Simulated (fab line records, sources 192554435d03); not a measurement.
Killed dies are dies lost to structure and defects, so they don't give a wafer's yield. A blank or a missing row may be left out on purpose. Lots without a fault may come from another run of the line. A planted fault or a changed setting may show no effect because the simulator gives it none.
Chamber matching | flow n5_finfet | N5_MIM_BOT_ETCH_STRIP_01 on rie_diel-01: 4 sister chambers
The step strips in O2. 4 wafers are shown with their chamber, then 7 later ones without.

WAFERS WITH THEIR CHAMBER
wafer  | chamber | throttle_valve_pct (%)
L426.6 | 0       | 17.27
L432.4 | 3       | 17.14
L434.2 | 2       | 16.36
L434.3 | 1       | 16.62

WAFERS WITHOUT THEIR CHAMBER
wafer  | throttle_valve_pct (%)
L434.4 | 16.74
L443.2 | 16.82
L443.3 | 16.68
L443.5 | 17.19
L444.1 | 16.68
L444.2 | 16.43
L444.3 | 17.16

WHICH CHAMBER EACH WENT THROUGH
wafer  | from the rows above     | in truth
L434.4 | 1                       | 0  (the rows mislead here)
L443.2 | can't be placed: 1 or 3 | 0
L443.3 | 1                       | 1
L443.5 | can't be placed: 3 or 0 | 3
L444.1 | 1                       | 1
L444.2 | can't be placed: 2 or 1 | 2
L444.3 | can't be placed: 3 or 0 | 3
Placed correctly: 2 of 7. Can't be placed from these rows: 4 (the true chamber is among the candidates in 3). Placed wrongly: 1.
How it was worked out, from the rows above alone: a wafer's distance from a chamber is the root of the sum, over the readings, of the square of ((its reading less the chamber's mean) divided by the reading's scatter). The wafer belongs to the nearest chamber; if the next one is less than 2 further off, it can't be placed. A chamber's mean is the mean of its shown wafers. The scatter: with one shown wafer a chamber, the root of the mean of the squares of how far each hidden wafer lies from its nearest shown one.
